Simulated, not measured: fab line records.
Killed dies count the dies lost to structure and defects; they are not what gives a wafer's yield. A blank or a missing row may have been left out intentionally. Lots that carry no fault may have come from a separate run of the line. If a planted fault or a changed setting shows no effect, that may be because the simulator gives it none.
Split-lot experiment :: flow n5_finfet :: 7 lots, 21 wafers read, on a route of 1938 steps

## ABOUT THE SPLIT
At N5_BEOL_M7_COAT_71 (time 60 s, resist thk 5 nm), the setting spin_rpm was moved away from the recipe's 1500 rpm on 10 of the 21 wafers read, by -10.5% to +9.9%. The other wafers ran this setting at the recipe's value.

## FROM THE SPLIT TO THE READING: what the file shows between them, 5 steps
- N5_BEOL_M7_EXPOSE_25: exposes mask V6, target cd 40 nm (also split here: dose_mj)
- N5_BEOL_M7_PEB_26: peb time 60 s
- N5_BEOL_M7_DEVELOP_27: develop time 30 s
- N5_BEOL_M7_CD_MEAS_28: target cd 40 nm
- N5_BEOL_M7_DESCUM_33: chemistry O2, time 7 s

## THE READING
etch.depth_nm (the simulator's own value, which no gauge read), in nm, at N5_BEOL_M7_ETCH_72 (etches underlayer in N2/H2, target depth 6.5 nm, time 5.2 s). The file does not state a usual value for it. Here, 11 wafers ran the recipe; their average is 5.000 nm with a standard deviation of 0.0091 nm.

wafer: L075.2
tool, chamber at the split: litho_track-02, 0
spin_rpm as run, rpm: 1640
against the recipe: +9.3%
etch.depth_nm, nm: 4.787
against lot-mates on the recipe: no lot-mate on the recipe

wafer: L075.3
tool, chamber at the split: litho_track-02, 0
spin_rpm as run, rpm: 1640
against the recipe: +9.3%
etch.depth_nm, nm: 4.786
against lot-mates on the recipe: no lot-mate on the recipe

wafer: L075.6
tool, chamber at the split: litho_track-02, 0
spin_rpm as run, rpm: 1640
against the recipe: +9.3%
etch.depth_nm, nm: 4.799
against lot-mates on the recipe: no lot-mate on the recipe

wafer: L081.2
tool, chamber at the split: litho_track-02, 0
spin_rpm as run, rpm: 1376
against the recipe: -8.3%
etch.depth_nm, nm: 5.219
against lot-mates on the recipe: +0.217

wafer: L081.3
tool, chamber at the split: litho_track-02, 0
spin_rpm as run, rpm: 1500
against the recipe: recipe
etch.depth_nm, nm: 5.002
against lot-mates on the recipe: -

wafer: L081.6
tool, chamber at the split: litho_track-02, 0
spin_rpm as run, rpm: 1376
against the recipe: -8.3%
etch.depth_nm, nm: 5.217
against lot-mates on the recipe: +0.215

wafer: L082.2
tool, chamber at the split: litho_track-05, 0
spin_rpm as run, rpm: 1500
against the recipe: recipe
etch.depth_nm, nm: 4.998
against lot-mates on the recipe: -

wafer: L082.5
tool, chamber at the split: litho_track-05, 0
spin_rpm as run, rpm: 1500
against the recipe: recipe
etch.depth_nm, nm: 5.01
against lot-mates on the recipe: -

wafer: L082.6
tool, chamber at the split: litho_track-05, 0
spin_rpm as run, rpm: 1615
against the recipe: +7.7%
etch.depth_nm, nm: 4.816
against lot-mates on the recipe: -0.188

wafer: L083.2
tool, chamber at the split: litho_track-03, 0
spin_rpm as run, rpm: 1342
against the recipe: -10.5%
etch.depth_nm, nm: 5.294
against lot-mates on the recipe: +0.280

wafer: L083.3
tool, chamber at the split: litho_track-03, 0
spin_rpm as run, rpm: 1500
against the recipe: recipe
etch.depth_nm, nm: 5.014
against lot-mates on the recipe: -

wafer: L083.4
tool, chamber at the split: litho_track-03, 0
spin_rpm as run, rpm: 1342
against the recipe: -10.5%
etch.depth_nm, nm: 5.291
against lot-mates on the recipe: +0.277

wafer: L086.2
tool, chamber at the split: litho_track-05, 0
spin_rpm as run, rpm: 1500
against the recipe: recipe
etch.depth_nm, nm: 5.015
against lot-mates on the recipe: -

wafer: L086.3
tool, chamber at the split: litho_track-05, 0
spin_rpm as run, rpm: 1500
against the recipe: recipe
etch.depth_nm, nm: 5.002
against lot-mates on the recipe: -

wafer: L086.6
tool, chamber at the split: litho_track-05, 0
spin_rpm as run, rpm: 1500
against the recipe: recipe
etch.depth_nm, nm: 4.997
against lot-mates on the recipe: -

wafer: L089.1
tool, chamber at the split: litho_track-05, 0
spin_rpm as run, rpm: 1500
against the recipe: recipe
etch.depth_nm, nm: 4.986
against lot-mates on the recipe: -

wafer: L089.5
tool, chamber at the split: litho_track-05, 0
spin_rpm as run, rpm: 1500
against the recipe: recipe
etch.depth_nm, nm: 4.991
against lot-mates on the recipe: -

wafer: L089.6
tool, chamber at the split: litho_track-05, 0
spin_rpm as run, rpm: 1500
against the recipe: recipe
etch.depth_nm, nm: 4.993
against lot-mates on the recipe: -

wafer: L093.1
tool, chamber at the split: litho_track-05, 0
spin_rpm as run, rpm: 1649
against the recipe: +9.9%
etch.depth_nm, nm: 4.77
against lot-mates on the recipe: -0.223

wafer: L093.3
tool, chamber at the split: litho_track-05, 0
spin_rpm as run, rpm: 1649
against the recipe: +9.9%
etch.depth_nm, nm: 4.771
against lot-mates on the recipe: -0.222

wafer: L093.4
tool, chamber at the split: litho_track-05, 0
spin_rpm as run, rpm: 1500
against the recipe: recipe
etch.depth_nm, nm: 4.993
against lot-mates on the recipe: -

FIT RESULTS
A straight line over all 21 wafers: etch.depth_nm changes by -0.0248 nm for each +1% of spin_rpm; r = -1.00; the points scatter about the line by 0.014 nm.
The same after taking each lot's own level away (the mean of its wafers on the recipe; 18 wafers): -0.0248 nm for each +1%; r = -1.00; scatter 0.01 nm.
On that fit, the largest move of spin_rpm shifts the reading by 0.26 nm.
Across the lots, their own levels run from 4.9900 to 5.0140 nm, a range of 2.6 times the standard deviation given above.
The two slopes are in agreement: the lot-to-lot level therefore moves the slope only a little.
Check: with one of the wafers moved furthest among these (-10.5%) left out of the fit, the line predicts +0.263 nm for it against its lot-mates. It came out at +0.28 nm against them.

## THESE WAFERS: OTHER SPLITS
Other splits were also applied to these wafers ahead of the reading. Each is held against what the fit with the lots' levels taken away leaves over:
other split on the same wafers: N5_BEOL_M7_PECVD_70 time_s
wafers away from the commonest value: 7
r with etch.depth_nm (lot level and that fit taken away): +0.20

other split on the same wafers: N5_BEOL_M7_EXPOSE_25 dose_mj
wafers away from the commonest value: 7
r with etch.depth_nm (lot level and that fit taken away): -0.04

## THE WHOLE CHAIN: every reading that the file lists as answering this split, in the file's order
step: N5_BEOL_M7_ETCH_72
what it does: etches underlayer in N2/H2, target depth 6.5 nm, time 5.2 s
reading: etch_rf_on_time_s
change (the file's fit): withheld for each +1% of the setting
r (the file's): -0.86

step: N5_BEOL_M7_ETCH_72
what it does: etches underlayer in N2/H2, target depth 6.5 nm, time 5.2 s
reading: etch.depth_nm (the simulator's own value, which no gauge read)
change (the file's fit): -0.0248 nm for each +1% of the setting
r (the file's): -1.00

## THE FILE'S OWN FIT
etch.depth_nm changes by -0.0248 nm for each +1% of spin_rpm, r = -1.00.
